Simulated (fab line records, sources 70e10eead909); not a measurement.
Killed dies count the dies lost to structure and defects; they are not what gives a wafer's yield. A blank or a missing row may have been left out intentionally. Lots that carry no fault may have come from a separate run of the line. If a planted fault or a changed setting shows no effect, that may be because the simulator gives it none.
fab line records ; flow nand_harc
record: lots: 11; wafers: 33; last_day: 24
route steps=1159 shown A_CHANNEL_FILL_D1@507 A_STAIRCASE@531 END@1159
lots untouched by any fault: they come from a run of this same line in which no faults occurred
start_h: the number of hours between the record's first day and the start of the first shown wafer of the lot ; wait_h: hours elapsed since this lot's preceding step ; " as in the row above ; L1.1+2: one row covering several wafers at once ; - no value present, or no start provided ; * or withheld: withheld ; < > ~ a bound
route shown NAME@n: names a module that has steps shown in the file, with the first one's number in the route ; usual: average and standard deviation across the fault-free wafers ; same: alike in all rows ; chamber/n: place in a boat ; sites: readings site by site ; _std_site: the standard deviation of these ; _edge_site: inner sites' mean taken away from outer sites' mean ; radius_mm: how far each site lies from the wafer's centre ; mask NAME#n: copy n ; behind: the most recent tool/chamber to have shaped the wafer ; hold: reason for holding the lot/hours on hold/outcome of the hold ; device: names the non-switching transistor (n, p or np) ; end of line: the route-end tests of the same wafers ; a step with no rows: only its recipe ; killed: not the wafer's yield, but the dies lost to structure and defects at the first sort ; map: dies across one wafer; x = killed, . = not, _ = none there
set.NAME: the setting the step ran with; set.NAME@STEP: the setting that earlier step ran with ; model.NAME: the simulator's own value behind a step, which no gauge read
a sample of lots followed through the steps of the route, with each step as a table and each wafer as a row
services: a tool's chamber out of use, with start hour (start_h, from the record's first day; less than 0 if before it), hours out, and reason
== steps ==
step: NHARC_A_CHANNEL_FILL_D1_ALD_25
recipe: target_thk_a: 600; pulse_time_s: 10; ald_cycles: 600; temp_c: 300; material: SiOx
usual: heater_power_outer_w: 272/33; heater_power_w: 487/52; precursor_pulse_height_rel: 0.998/0.02; susceptor_temp_C: 299.96/0.2
lot.wafer;tool;chamber;start_h;wait_h;heater_power_outer_w;heater_power_w;precursor_pulse_height_rel;susceptor_temp_C
L698.2;ald_hk-02;0;222.26;1.9;219;401;0.988;299.80
L698.5;ald_hk-02;1;222.26;1.9;301;536;0.990;300.16
L698.6;ald_hk-02;2;222.26;1.9;273;514;0.997;299.96
L699.1;ald_hk-04;2;228.64;1.3;287;496;0.991;299.79
L699.5;ald_hk-04;0;229.85;2.5;244;436;1.026;300.01
L699.6;ald_hk-04;1;229.85;2.5;273;460;0.997;300.05
L706.4;ald_hk-02;2;267.00;0.0;271;511;0.999;299.73
L706.1;ald_hk-02;3;267.00;0.0;328;572;1.031;300.20
L706.6;ald_hk-02;3;270.09;3.1;325;556;0.993;299.82
L711.3;ald_hk-04;1;293.69;0.1;282;467;0.977;300.02
L711.6;ald_hk-04;1;296.18;2.5;272;483;0.973;300.19
L711.5;ald_hk-04;2;296.18;2.5;293;493;1.006;300.22
L709.1;ald_hk-03;1;296.84;3.2;275;507;0.973;300.26
L709.5;ald_hk-03;3;299.28;5.6;226;392;0.987;299.73
L709.6;ald_hk-03;0;300.51;6.9;254;486;0.999;299.77
L713.2;ald_hk-04;1;306.81;0.1;288;472;0.993;299.71
L713.1;ald_hk-04;0;308.63;1.9;246;430;0.989;299.86
L713.5;ald_hk-04;1;308.63;1.9;278;467;0.988;300.09
L714.3;ald_hk-02;1;314.51;0.7;311;556;1.008;299.82
L714.1;ald_hk-02;3;315.76;1.9;316;535;1.012;299.88
L714.6;ald_hk-02;1;317.01;3.2;299;539;1.025;300.24
L718.3;ald_hk-04;3;327.88;0.7;285;534;1.030;-
L718.1;ald_hk-04;0;327.88;0.7;242;424;1.015;-
L718.4;ald_hk-04;1;327.88;0.7;281;483;0.989;-
L717.1;ald_hk-02;0;331.52;4.3;218;403;1.016;300.27
L717.3;ald_hk-02;1;331.52;4.3;303;557;1.023;300.42
L717.4;ald_hk-02;2;331.52;4.3;287;515;1.022;299.77
L715.1;ald_hk-04;2;332.14;4.9;292;495;1.008;299.67
L715.5;ald_hk-04;0;333.39;6.2;249;435;1.012;299.91
L715.6;ald_hk-04;1;333.39;6.2;281;467;0.995;299.61
L721.1;ald_hk-04;0;363.96;0.7;243;443;0.965;300.21
L721.3;ald_hk-04;1;363.96;0.7;268;464;1.003;300.23
L721.5;ald_hk-04;0;366.40;3.1;240;444;0.975;300.23
step: NHARC_A_CHANNEL_FILL_D1_STRIP_29
recipe: time_s: 20; o2_flow_sccm: 500; ar_flow_sccm: 0; bias_w: 0; chemistry: O2
usual: drypump_motor_current_A: 5.7/0.44; oes_product_au: 1.000/0.0099; rf_vpp_V: 57.6/0.87; showerhead_plenum_p_Torr: 3.50/0.14; throttle_valve_pct: 17.035/0.011
same: bias_w: 0
lot.wafer;tool;chamber;start_h;wait_h;drypump_motor_current_A;oes_product_au;rf_hours_counter_h;rf_vpp_V;showerhead_plenum_p_Torr;throttle_valve_pct
L698.2;rie_diel-01;3;-;-;6.5;0.998;2;57.9;3.46;17.026
L698.6;rie_diel-01;3;-;-;6.5;0.997;-;58.4;3.45;17.042
L698.5;rie_diel-01;0;-;-;5.9;1.006;-;56.7;3.50;17.036
L699.1;rie_diel-03;2;-;-;5.5;0.993;0;58.4;3.79;17.036
L699.5;rie_diel-03;3;-;-;5.7;1.004;-;58.9;3.50;17.045
L699.6;rie_diel-03;0;-;-;5.0;1.002;-;57.7;3.46;17.037
L706.1;rie_diel-01;2;-;-;5.7;0.999;3;57.9;3.31;17.048
L706.4;rie_diel-01;3;-;-;6.6;0.983;3;57.3;3.45;17.033
L706.6;rie_diel-01;2;-;-;5.7;1.001;-;57.0;3.31;17.047
L711.3;rie_diel-01;3;-;-;6.5;0.998;3;58.0;3.45;17.043
L711.5;rie_diel-01;0;-;-;5.9;0.997;-;58.4;3.50;17.057
L711.6;rie_diel-01;1;-;-;5.8;0.976;-;57.1;3.45;17.037
L709.1;rie_diel-01;1;-;-;5.8;0.988;4;57.6;3.45;17.037
L709.5;rie_diel-01;2;-;-;5.8;1.006;-;57.3;3.31;17.039
L709.6;rie_diel-01;3;-;-;6.5;0.993;-;56.7;3.45;17.040
L713.1;rie_diel-03;2;-;-;5.5;0.995;3;58.9;3.79;17.031
L713.2;rie_diel-03;3;-;-;5.7;0.997;3;56.6;3.49;17.048
L713.5;rie_diel-03;2;-;-;5.5;1.000;-;59.7;3.79;17.028
L714.3;rie_diel-03;2;-;-;5.5;1.002;3;59.6;3.79;17.029
L714.1;rie_diel-03;0;-;-;5.0;0.991;3;57.0;3.46;17.037
L714.6;rie_diel-03;1;-;-;5.3;1.007;-;57.5;3.53;17.016
L718.1;rie_diel-01;3;-;-;6.5;1.011;0;57.3;3.45;17.038
L718.3;rie_diel-01;1;-;-;5.8;1.016;0;58.4;3.45;17.024
L718.4;rie_diel-01;2;-;-;5.7;0.981;0;58.4;3.31;17.024
L717.1;rie_diel-03;1;-;-;5.3;1.012;4;57.0;3.53;17.034
L717.3;rie_diel-03;3;-;-;5.7;0.986;4;58.0;3.49;17.032
L717.4;rie_diel-03;0;-;-;5.0;0.991;4;57.4;3.46;17.015
L715.1;rie_diel-01;2;-;-;5.8;0.994;0;56.4;3.31;17.049
L715.6;rie_diel-01;1;-;-;5.8;1.022;-;58.0;3.45;17.055
L715.5;rie_diel-01;2;-;-;5.8;0.992;-;55.6;3.31;17.041
L721.1;rie_diel-01;0;-;-;5.9;1.012;1;57.8;3.50;17.013
L721.3;rie_diel-01;3;-;-;6.5;1.001;1;58.2;3.45;17.038
L721.5;rie_diel-01;0;-;-;5.9;1.001;-;59.0;3.50;17.045
step: NHARC_A_STAIRCASE_ETCH_169
recipe: target_depth_a: 500; time_s: 107.1; ion_energy_ev: 120; ch3f_flow_sccm: 50; o2_flow_sccm: 30; ar_flow_sccm: 200; rf_w: 500; bias_w: 100; chemistry: CH3F/O2
usual: bias_w: 100.0/0.32; drypump_motor_current_A: 5.9/0.46; oes_product_au: 0.951/0.018; rf_vpp_V: 243.8/1.3; run_length_s: 128.4/0.44; showerhead_plenum_p_Torr: 2.41/0.067; throttle_valve_pct: 20.663/0.009
lot.wafer;tool;chamber;start_h;wait_h;bias_w;drypump_motor_current_A;oes_product_au;rf_hours_counter_h;rf_vpp_V;run_length_s;showerhead_plenum_p_Torr;throttle_valve_pct
L698.2;rie_diel-10;1;233.49;0.1;99.7;5.4;0.946;15;246.5;128.0;2.59;20.666
L698.6;rie_diel-10;3;233.49;0.1;100.2;5.9;0.984;-;245.5;128.4;2.44;20.673
L698.5;rie_diel-10;0;233.49;0.1;99.9;5.7;0.976;-;243.4;128.7;2.37;20.650
L699.1;rie_diel-13;0;240.65;0.1;100.1;5.7;0.952;47;245.3;127.5;2.46;20.661
L699.6;rie_diel-13;2;240.65;0.1;99.7;5.9;0.964;-;242.9;128.5;2.34;20.646
L699.5;rie_diel-13;3;240.65;0.1;100.5;6.2;0.945;-;243.8;128.4;2.42;20.666
L706.1;rie_diel-10;2;282.54;1.6;100.5;5.0;0.927;36;244.7;128.3;2.37;20.667
L706.4;rie_diel-10;1;282.54;1.6;99.9;5.4;0.922;36;246.5;147.7;2.58;20.666
L706.6;rie_diel-10;3;282.54;1.6;100.5;5.8;0.933;-;243.6;128.5;2.44;20.664
L711.3;rie_diel-13;1;307.13;0.1;99.8;6.6;0.963;8;244.1;128.2;2.42;20.661
L711.6;rie_diel-13;0;307.13;0.1;100.2;5.7;0.964;-;245.1;127.3;2.46;20.654
L711.5;rie_diel-13;1;307.13;0.1;99.6;6.6;0.968;-;244.4;128.2;2.42;20.683
L709.1;rie_diel-13;0;311.64;0.1;100.3;5.7;0.957;9;245.8;127.9;2.46;20.675
L709.6;rie_diel-13;0;311.64;0.1;99.9;5.7;0.974;-;244.8;128.0;2.46;20.664
L709.5;rie_diel-13;1;311.64;0.1;100.0;6.6;0.962;-;243.6;128.3;2.42;20.657
L713.2;rie_diel-13;2;320.02;0.1;99.9;5.8;0.945;12;243.8;129.0;2.34;20.648
L713.1;rie_diel-13;1;320.02;0.1;100.3;6.6;0.953;12;243.7;128.3;2.42;20.672
L713.5;rie_diel-13;2;320.02;0.1;100.1;5.8;0.934;-;243.0;128.5;2.34;20.662
L714.1;rie_diel-13;3;327.19;0.1;99.6;6.2;0.956;17;243.9;129.0;2.41;20.672
L714.3;rie_diel-13;0;327.19;0.1;100.5;5.7;0.965;15;243.4;127.9;2.46;20.667
L714.6;rie_diel-13;1;327.19;0.1;100.3;6.6;0.955;-;242.8;128.6;2.42;20.664
L718.1;rie_diel-13;1;340.47;0.1;100.1;6.6;0.975;17;244.4;128.5;2.42;20.655
L718.3;rie_diel-13;2;340.47;0.1;99.7;5.9;0.975;19;241.8;128.6;2.33;20.645
L718.4;rie_diel-13;3;340.47;0.1;99.6;6.2;0.962;20;243.4;128.9;2.41;20.654
L717.1;rie_diel-13;1;344.25;0.3;100.3;6.7;0.947;19;244.1;128.4;2.42;20.658
L717.3;rie_diel-13;2;344.25;0.3;99.8;5.9;0.958;20;243.2;128.9;2.33;20.665
L717.4;rie_diel-13;2;344.25;0.3;99.6;5.9;0.954;-;243.1;128.8;2.33;20.666
L715.1;rie_diel-13;1;344.48;0.1;99.9;6.6;0.939;19;243.0;128.9;2.42;20.659
L715.6;rie_diel-13;1;344.48;0.1;99.4;6.6;0.941;-;243.6;128.5;2.42;20.667
L715.5;rie_diel-13;0;344.48;0.1;99.9;5.7;0.938;-;243.8;127.4;2.45;20.670
L721.3;rie_diel-10;1;377.55;0.1;99.4;5.4;0.938;3;244.9;127.9;2.56;20.659
L721.1;rie_diel-10;3;377.55;0.1;100.1;5.7;0.944;4;244.7;128.8;2.42;20.658
L721.5;rie_diel-10;1;377.55;0.1;99.7;5.3;0.948;-;245.0;128.5;2.56;20.662
step: NHARC_A_STAIRCASE_ETCH_170
recipe: target_depth_a: 2000; time_s: 66.667; ion_energy_ev: 250; c4f6_flow_sccm: 25; o2_flow_sccm: 20; ar_flow_sccm: 500; rf_w: 600; bias_w: 500; chemistry: C4F6/O2
usual: bias_w: 500.0/1.6; drypump_motor_current_A: 5.9/0.47; oes_product_au: 0.972/0.014; rf_vpp_V: 545.7/2.3; run_length_s: 87.9/0.45; showerhead_plenum_p_Torr: 3.86/0.1; throttle_valve_pct: 26.903/0.0093
lot.wafer;tool;chamber;start_h;wait_h;bias_w;drypump_motor_current_A;oes_product_au;rf_hours_counter_h;rf_vpp_V;run_length_s;showerhead_plenum_p_Torr;throttle_valve_pct
L698.2;rie_diel-10;0;-;-;501.3;5.7;0.990;16;544.3;88.5;3.79;26.905
L698.5;rie_diel-10;0;-;-;502.0;5.7;0.999;-;544.4;88.2;3.79;26.895
L698.6;rie_diel-10;1;-;-;500.8;5.4;0.978;-;550.7;88.0;4.11;26.915
L699.1;rie_diel-13;1;-;-;498.7;6.7;0.979;43;546.9;87.6;3.88;26.908
L699.6;rie_diel-13;1;-;-;501.2;6.7;0.970;-;545.3;87.8;3.88;26.919
L699.5;rie_diel-13;2;-;-;501.4;5.9;0.975;-;542.3;87.9;3.75;26.891
L706.1;rie_diel-10;0;-;-;498.6;5.7;0.975;29;544.3;88.4;3.79;26.893
L706.4;rie_diel-10;1;-;-;499.0;5.4;0.972;36;551.5;88.4;4.10;26.911
L706.6;rie_diel-10;3;-;-;499.7;5.8;0.982;-;546.4;88.3;3.89;26.916
L711.3;rie_diel-13;0;-;-;500.5;5.7;0.991;8;547.6;86.9;3.92;26.888
L711.5;rie_diel-13;3;-;-;500.7;6.2;0.976;-;545.2;88.6;3.86;26.903
L711.6;rie_diel-13;0;-;-;502.4;5.7;0.992;-;545.9;87.0;3.92;26.906
L709.1;rie_diel-13;3;-;-;498.2;6.2;0.986;9;546.2;88.6;3.86;26.898
L709.5;rie_diel-13;2;-;-;502.3;5.9;0.970;-;542.3;88.5;3.74;26.903
L709.6;rie_diel-13;3;-;-;502.4;6.2;0.987;-;544.5;88.3;3.86;26.917
L713.1;rie_diel-13;2;-;-;499.7;5.9;0.962;12;541.9;88.0;3.74;26.902
L713.2;rie_diel-13;3;-;-;498.5;6.2;0.988;13;544.7;88.2;3.85;26.896
L713.5;rie_diel-13;0;-;-;501.6;5.7;0.982;-;547.4;87.0;3.92;26.901
L714.3;rie_diel-13;0;-;-;497.4;5.8;0.986;15;548.1;87.3;3.92;26.905
L714.1;rie_diel-13;1;-;-;502.6;6.6;0.994;14;544.9;87.6;3.87;26.906
L714.6;rie_diel-13;1;-;-;502.7;6.6;0.980;-;547.1;87.6;3.87;26.889
L718.3;rie_diel-13;3;-;-;497.3;6.2;0.966;20;545.4;88.1;3.85;26.899
L718.1;rie_diel-13;1;-;-;498.8;6.7;0.992;17;545.4;87.6;3.87;26.898
L718.4;rie_diel-13;2;-;-;503.2;5.8;0.982;19;544.0;88.5;3.73;26.903
L717.1;rie_diel-13;2;-;-;499.2;5.8;0.980;21;542.7;88.0;3.73;26.921
L717.3;rie_diel-13;1;-;-;499.1;6.6;0.976;19;546.4;87.7;3.87;26.892
L717.4;rie_diel-13;1;-;-;501.3;6.6;0.975;-;547.2;88.0;3.87;26.895
L715.1;rie_diel-13;0;-;-;501.3;5.8;0.990;21;546.4;87.2;3.91;26.905
L715.6;rie_diel-13;1;-;-;500.4;6.7;0.976;-;544.3;87.6;3.87;26.907
L715.5;rie_diel-13;2;-;-;498.6;5.9;0.986;-;543.2;88.2;3.73;26.892
L721.1;rie_diel-10;0;-;-;501.1;5.7;0.967;3;542.9;88.2;3.77;26.919
L721.3;rie_diel-10;2;-;-;501.1;5.0;0.968;4;543.4;87.9;3.77;26.917
L721.5;rie_diel-10;0;-;-;503.2;5.7;0.958;-;544.8;88.3;3.77;26.917
step: NHARC_END_SORT_01
recipe: temp_c: 25
usual: killed_at_array: 27/8; killed_at_other: 0.8/1.2; killed_at_periphery: 3.3/2.3; killed_dies: 31/8.8; killed_open: 3.2/2.1; killed_short: 2.1/1.4
same: gross_dies: 677
lot.wafer;tool;chamber;start_h;wait_h;killed_at_array;killed_at_other;killed_at_periphery;killed_dies;killed_open;killed_short
L699.1;prober-02;0;461.54;2.5;33;0;0;33;3;3
L699.5;prober-02;0;464.76;3.7;35;0;0;35;5;1
L699.6;prober-02;0;465.56;4.0;28;1;2;31;2;3
L709.1;prober-01;0;529.78;2.6;43;4;1;48;1;1
L709.5;prober-01;0;532.99;3.7;30;0;2;32;2;0
L709.6;prober-01;0;533.79;4.0;29;2;5;36;2;1
L713.1;prober-02;0;537.64;2.5;13;2;2;17;2;0
L713.2;prober-02;0;538.44;2.8;20;1;2;23;2;4
L713.5;prober-02;0;540.87;3.7;20;2;1;23;2;1
L718.1;prober-01;0;549.97;2.5;28;0;2;30;1;3
L718.3;prober-01;0;551.58;3.1;21;0;3;24;6;3
L718.4;prober-01;0;552.39;3.4;23;0;2;25;4;1
L717.1;prober-02;0;557.78;2.5;32;0;5;37;5;3
L717.3;prober-02;0;559.39;3.1;25;0;4;29;2;0
L717.4;prober-02;0;560.19;3.4;28;0;6;34;2;1
L715.1;prober-01;0;557.83;2.5;28;1;1;30;4;1
L715.5;prober-01;0;561.06;3.7;31;0;2;33;6;4
L715.6;prober-01;0;561.86;4.0;29;1;2;32;4;1
L721.1;prober-02;0;581.52;2.5;14;0;4;18;3;0
L721.3;prober-02;0;583.10;3.1;29;3;2;34;2;3
L721.5;prober-02;0;584.69;3.7;18;0;2;20;2;4
killed by level:class
L699.1 A_STAIRCASE:chamber_film_flake=9 A_SLIT:chamber_film_flake=7 A_CONTACT:chamber_film_flake=5 A_CHANNEL_HOLE_D1:chamber_film_flake=3 A_SGD_CUT:chamber_film_flake=3 A_ONON_D1:geometric_particle:short=1 A_CONTACT:geometric_particle:open=1 A_CONTACT:geometric_particle:short=1
L699.5 A_CONTACT:chamber_film_flake=8 A_SLIT:chamber_film_flake=6 A_STAIRCASE:chamber_film_flake=4 A_SGD_CUT:chamber_film_flake=4 A_CONTACT:geometric_particle:open=3 A_CHANNEL_FILL_D1:chamber_film_flake=3 A_CHANNEL_HOLE_D1:chamber_film_flake=2 A_WL_FILL:chamber_film_flake=2
L699.6 A_STAIRCASE:chamber_film_flake=7 A_SLIT:chamber_film_flake=6 A_CONTACT:chamber_film_flake=5 A_CHANNEL_FILL_D1:chamber_film_flake=2 A_SGD_CUT:chamber_film_flake=2 P_M0:geometric_particle:short=1 A_SOURCE_PLATE:geometric_particle:short=1 A_SOURCE_PLATE:geometric_particle:open=1
L709.1 A_CHANNEL_HOLE_D1:chamber_film_flake=18 A_SLIT:chamber_film_flake=17 THIN_TSV:chamber_film_flake=4 A_STAIRCASE:chamber_film_flake=3 A_CONTACT:chamber_film_flake=3 A_CONTACT:geometric_particle:short=1 A_BLC:geometric_particle:open=1 P_STI:chamber_film_flake=1
L709.5 A_CHANNEL_HOLE_D1:chamber_film_flake=14 A_SLIT:chamber_film_flake=14 P_M2:geometric_particle:open=1 A_CONTACT:geometric_particle:open=1 P_BONDPAD:chamber_film_flake=1 A_STAIRCASE:chamber_film_flake=1
L709.6 A_CHANNEL_HOLE_D1:chamber_film_flake=15 A_SLIT:chamber_film_flake=10 A_CONTACT:chamber_film_flake=3 P_ZERO_WELL:chamber_film_flake=2 THIN_TSV:chamber_film_flake=2 P_GATE:geometric_particle:open=1 P_M0:geometric_particle:open=1 P_M1:geometric_particle:short=1
L713.1 A_CONTACT:chamber_film_flake=7 A_CHANNEL_HOLE_D1:chamber_film_flake=3 THIN_TSV:chamber_film_flake=2 A_CHANNEL_HOLE_D1:geometric_particle:open=1 A_BLC:geometric_particle:open=1 P_STI:chamber_film_flake=1 P_M1:chamber_film_flake=1 A_STAIRCASE:chamber_film_flake=1
L713.2 A_CONTACT:chamber_film_flake=6 A_CHANNEL_HOLE_D1:chamber_film_flake=4 A_STAIRCASE:chamber_film_flake=3 A_ONON_D1:geometric_particle:short=1 A_CHANNEL_FILL_D1:geometric_particle:short=1 A_CONTACT:geometric_particle:short=1 A_BLC:geometric_particle:short=1 A_M1:geometric_particle:open=1
L713.5 A_CHANNEL_HOLE_D1:chamber_film_flake=8 A_CONTACT:chamber_film_flake=6 A_STAIRCASE:chamber_film_flake=3 THIN_TSV:chamber_film_flake=2 P_M1:geometric_particle:open=1 A_CHANNEL_FILL_D1:geometric_particle:open=1 A_SLIT:geometric_particle:short=1 A_WL_FILL:chamber_film_flake=1
L718.1 A_CHANNEL_HOLE_D1:chamber_film_flake=6 A_CONTACT:chamber_film_flake=6 A_SLIT:chamber_film_flake=5 A_STAIRCASE:chamber_film_flake=4 A_M1:chamber_film_flake=2 P_M0:geometric_particle:short=1 A_SGD_CUT:geometric_particle:short=1 A_CONTACT:geometric_particle:open=1
L718.3 A_CHANNEL_HOLE_D1:chamber_film_flake=4 A_CONTACT:chamber_film_flake=4 A_CONTACT:geometric_particle:open=2 A_STAIRCASE:chamber_film_flake=2 A_WL_FILL:chamber_film_flake=2 P_GATE:geometric_particle:open=1 P_M1:geometric_particle:short=1 A_CHANNEL_FILL_D1:geometric_particle:open=1
L718.4 A_CONTACT:chamber_film_flake=8 A_CHANNEL_HOLE_D1:chamber_film_flake=5 A_SLIT:chamber_film_flake=3 A_STAIRCASE:chamber_film_flake=2 P_CONTACT:geometric_particle:open=1 A_WL_FILL:geometric_particle:short=1 A_WL_FILL:geometric_particle:open=1 A_CONTACT:geometric_particle:open=1
L717.1 A_CHANNEL_HOLE_D1:chamber_film_flake=21 A_STAIRCASE:chamber_film_flake=3 P_STI:chamber_film_flake=2 P_CONTACT:geometric_particle:open=1 P_M0:geometric_particle:open=1 A_SOURCE_PLATE:geometric_particle:short=1 A_SOURCE_PLATE:geometric_particle:open=1 A_CHANNEL_FILL_D1:geometric_particle:short=1
L715.1 A_CHANNEL_HOLE_D1:chamber_film_flake=12 A_M0:chamber_film_flake=5 A_STAIRCASE:chamber_film_flake=4 A_WL_FILL:chamber_film_flake=2 P_M0:geometric_particle:open=1 A_ONON_D1:geometric_particle:open=1 A_SGD_CUT:geometric_particle:short=1 A_CONTACT:geometric_particle:open=1
L717.3 A_CHANNEL_HOLE_D1:chamber_film_flake=17 A_CONTACT:chamber_film_flake=3 P_STI:chamber_film_flake=2 A_CONTACT:geometric_particle:open=1 A_M1:geometric_particle:open=1 P_ZERO_WELL:chamber_film_flake=1 P_GATE:chamber_film_flake=1 A_ZERO_WELL:chamber_film_flake=1
L717.4 A_CHANNEL_HOLE_D1:chamber_film_flake=17 A_STAIRCASE:chamber_film_flake=4 P_STI:chamber_film_flake=4 A_ZERO_WELL:chamber_film_flake=2 A_CONTACT:chamber_film_flake=2 P_M0:geometric_particle:open=1 A_WL_FILL:geometric_particle:open=1 A_M0:geometric_particle:short=1
L715.5 A_CHANNEL_HOLE_D1:chamber_film_flake=9 A_CONTACT:geometric_particle:open=4 A_STAIRCASE:chamber_film_flake=4 A_WL_FILL:chamber_film_flake=3 A_ONON_D1:geometric_particle:short=2 A_CONTACT:chamber_film_flake=2 A_M0:chamber_film_flake=2 P_GATE:geometric_particle:open=1
L715.6 A_CHANNEL_HOLE_D1:chamber_film_flake=14 A_M0:chamber_film_flake=5 A_WL_FILL:chamber_film_flake=3 A_STAIRCASE:chamber_film_flake=2 P_STI:geometric_particle:open=1 P_M0:geometric_particle:open=1 A_ONON_D1:geometric_particle:short=1 A_CHANNEL_FILL_D1:geometric_particle:open=1
L721.1 A_CHANNEL_HOLE_D1:chamber_film_flake=9 A_M0:geometric_particle:open=2 P_M2:chamber_film_flake=2 A_M1:geometric_particle:open=1 P_STI:chamber_film_flake=1 P_GATE:chamber_film_flake=1 A_WL_FILL:chamber_film_flake=1 A_CONTACT:chamber_film_flake=1
L721.3 A_CHANNEL_HOLE_D1:chamber_film_flake=10 A_CONTACT:chamber_film_flake=6 A_STAIRCASE:chamber_film_flake=5 A_SLIT:chamber_film_flake=2 A_BLC:chamber_film_flake=2 A_ONON_D1:geometric_particle:short=1 A_M0:geometric_particle:open=1 A_M1:geometric_particle:short=1
L721.5 A_CHANNEL_HOLE_D1:chamber_film_flake=6 A_STAIRCASE:chamber_film_flake=3 A_CONTACT:chamber_film_flake=3 P_M0:geometric_particle:short=2 A_ONON_D1:geometric_particle:open=1 A_ONON_D1:geometric_particle:short=1 A_WL_FILL:geometric_particle:short=1 A_CONTACT:geometric_particle:open=1
== services ==
tool;chamber;start_h;hours;kind
rie_diel-13;0;206.20;-;clean
rie_diel-13;1;206.20;-;clean
rie_diel-13;2;206.20;-;clean
rie_diel-13;3;206.20;-;clean
rie_diel-03;-;215.30;9.0;pm
ald_hk-03;-;229.86;0.9;repair
rie_diel-13;0;230.72;-;clean
rie_diel-13;1;230.72;-;clean
rie_diel-13;2;230.72;-;clean
rie_diel-10;0;236.55;13.4;repair
rie_diel-01;-;263.08;0.4;repair
rie_diel-13;3;272.41;8.6;repair
rie_diel-13;-;276.04;9.0;pm
ald_hk-02;-;286.44;10.0;pm
rie_diel-13;2;305.68;4.4;repair
rie_diel-01;-;314.85;9.0;pm
ald_hk-03;-;324.68;10.0;pm
rie_diel-01;1;340.03;4.8;repair
rie_diel-01;3;342.50;14.2;repair
rie_diel-03;2;345.50;6.2;repair
rie_diel-10;-;354.16;9.0;pm
rie_diel-03;0;363.77;2.8;repair
rie_diel-03;2;366.50;6.4;repair
rie_diel-13;-;375.21;2.7;repair
== key ==
first_sign: step: NHARC_A_STAIRCASE_ETCH_169; reading: run_length_s; direction: up; sigmas: 44; usual: *; struck: *
effect none on later readings
met_at NHARC_A_STAIRCASE_ETCH_169
struck_lots L706
struck_wafers L706.4
tester_left_out L706
not_acting_at NHARC_A_CHANNEL_FILL_D1_ALD_25,NHARC_A_CHANNEL_FILL_D1_STRIP_29,NHARC_A_STAIRCASE_ETCH_170
onset_between 233.49 282.54
fault: kind: process_parameter_drift; tool: rie_diel-10; chamber: 1; onset_h: 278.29; steps: NHARC_A_STAIRCASE_ETCH_169; channel: time_s; offset: *; shape: step; end_h: 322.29; acts_in: *; stated: *
tester_left_out: of these lots the tester's yield and bins aren't shown, on N5 and GAA mostly nor the transistor test; their killed dies are dies lost to structure and defects alone, not to doping, threshold or leakage, so they don't give the yield
